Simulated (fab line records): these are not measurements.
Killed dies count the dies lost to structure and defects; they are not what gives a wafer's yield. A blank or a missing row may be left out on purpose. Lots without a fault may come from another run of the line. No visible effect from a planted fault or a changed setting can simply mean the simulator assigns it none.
Tool commonality check || flow nand_harc || 3 lots, 7 wafers sampled

== WHY THIS WAS OPENED ==
On 2 of the 3 lots, a flag is raised at NHARC_END_SORT_01 on the reading killed_dies. No-fault wafers: 57, standard deviation 16.
Rule: a lot is flagged when every wafer of it that has a number lies more than 4 standard deviations from that mean, or none has a number. The rest of the lots are taken to be sound.

{"lot": "L947", "measured": "day 29 09:29", "on": "prober-02", "killed_dies, wafer by wafer": 47, "flag": ""}
{"lot": "L953", "measured": "day 31 21:22", "on": "prober-01", "killed_dies, wafer by wafer": "144 140 134", "flag": "FLAGGED"}
{"lot": "L952", "measured": "day 31 22:09", "on": "prober-02", "killed_dies, wafer by wafer": "131 156 136", "flag": "FLAGGED"}
The mean of the flagged lots' numbers is 140, +83 from the usual (+5 standard deviations).

== LOT BY LOT: THE TOOL USED ==
The record holds 3 process steps before the reading, out of a route of 1302 steps. In each cell: the tool, then ch and the chambers that the sampled wafers went through, then the start.
{"lot": "L947", "flag": "", "NHARC_A_ONON_D2_DEP_06": "pecvd_onon-01 ch 0, day 17 12:44", "NHARC_THIN_TSV_PVD_19": "pvd_sputter-02, day 28 17:22 or earlier", "NHARC_THIN_TSV_STRIP_56": "plasma_asher-01 ch 0, day 28 17:22"}
{"lot": "L953", "flag": "FLAGGED", "NHARC_A_ONON_D2_DEP_06": "pecvd_onon-04 ch 0, day 20 00:25", "NHARC_THIN_TSV_PVD_19": "pvd_sputter-03, day 31 12:56 or earlier", "NHARC_THIN_TSV_STRIP_56": "plasma_asher-01 ch 0,1, day 31 12:56"}
{"lot": "L952", "flag": "FLAGGED", "NHARC_A_ONON_D2_DEP_06": "pecvd_onon-04 ch 0, day 20 00:02", "NHARC_THIN_TSV_PVD_19": "pvd_sputter-01, day 31 14:25 or earlier", "NHARC_THIN_TSV_STRIP_56": "plasma_asher-02 ch 0,1, day 31 14:25"}
What these steps do:
- NHARC_A_ONON_D2_DEP_06: target thk 1000 nm.
- NHARC_THIN_TSV_PVD_19: deposits TaN, target thk 20 nm.
- NHARC_THIN_TSV_STRIP_56: strips in O2.
- NHARC_END_SORT_01

== FLAGGED OVER TOTAL, TOOL BY TOOL (the gauges that took the reading come last) ==
{"step": "NHARC_A_ONON_D2_DEP_06", "tool": "pecvd_onon-01", "lots run": 1, "flagged": 0, "share of the flagged lots": "none", "sound lots run after its first flagged lot": "-"}
{"step": "NHARC_A_ONON_D2_DEP_06", "tool": "pecvd_onon-04", "lots run": 2, "flagged": 2, "share of the flagged lots": "all", "sound lots run after its first flagged lot": 0}
{"step": "NHARC_THIN_TSV_PVD_19", "tool": "pvd_sputter-01", "lots run": 1, "flagged": 1, "share of the flagged lots": "some", "sound lots run after its first flagged lot": 0}
{"step": "NHARC_THIN_TSV_PVD_19", "tool": "pvd_sputter-02", "lots run": 1, "flagged": 0, "share of the flagged lots": "none", "sound lots run after its first flagged lot": "-"}
{"step": "NHARC_THIN_TSV_PVD_19", "tool": "pvd_sputter-03", "lots run": 1, "flagged": 1, "share of the flagged lots": "some", "sound lots run after its first flagged lot": 0}
{"step": "NHARC_THIN_TSV_STRIP_56", "tool": "plasma_asher-01", "lots run": 2, "flagged": 1, "share of the flagged lots": "some", "sound lots run after its first flagged lot": 0}
{"step": "NHARC_THIN_TSV_STRIP_56", "tool": "plasma_asher-02", "lots run": 1, "flagged": 1, "share of the flagged lots": "some", "sound lots run after its first flagged lot": 0}
{"step": "NHARC_END_SORT_01", "tool": "prober-01", "lots run": 1, "flagged": 1, "share of the flagged lots": "some", "sound lots run after its first flagged lot": 0}
{"step": "NHARC_END_SORT_01", "tool": "prober-02", "lots run": 2, "flagged": 1, "share of the flagged lots": "some", "sound lots run after its first flagged lot": 0}
NHARC_THIN_TSV_PVD_19 gives no start for some lots, so the hours and the order of its lots are those of NHARC_THIN_TSV_STRIP_56.

== WHAT THE TABLE ALLOWS ==
1 row of the table ran every flagged lot: pecvd_onon-04 at NHARC_A_ONON_D2_DEP_06.
- pecvd_onon-04 at NHARC_A_ONON_D2_DEP_06: 2 of its 2 lots flagged. No sound lot ran on it before its first flagged lot in this sample; the start therefore can't be narrowed down.
One tool is left: pecvd_onon-04 at NHARC_A_ONON_D2_DEP_06.

== WHAT THE SIMULATOR HAD PUT IN ==
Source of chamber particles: pecvd_onon-04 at NHARC_A_ONON_D2_DEP_06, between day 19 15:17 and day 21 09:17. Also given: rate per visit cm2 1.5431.
Shown lots that were struck: L953, L952. The same result came from the rule above.
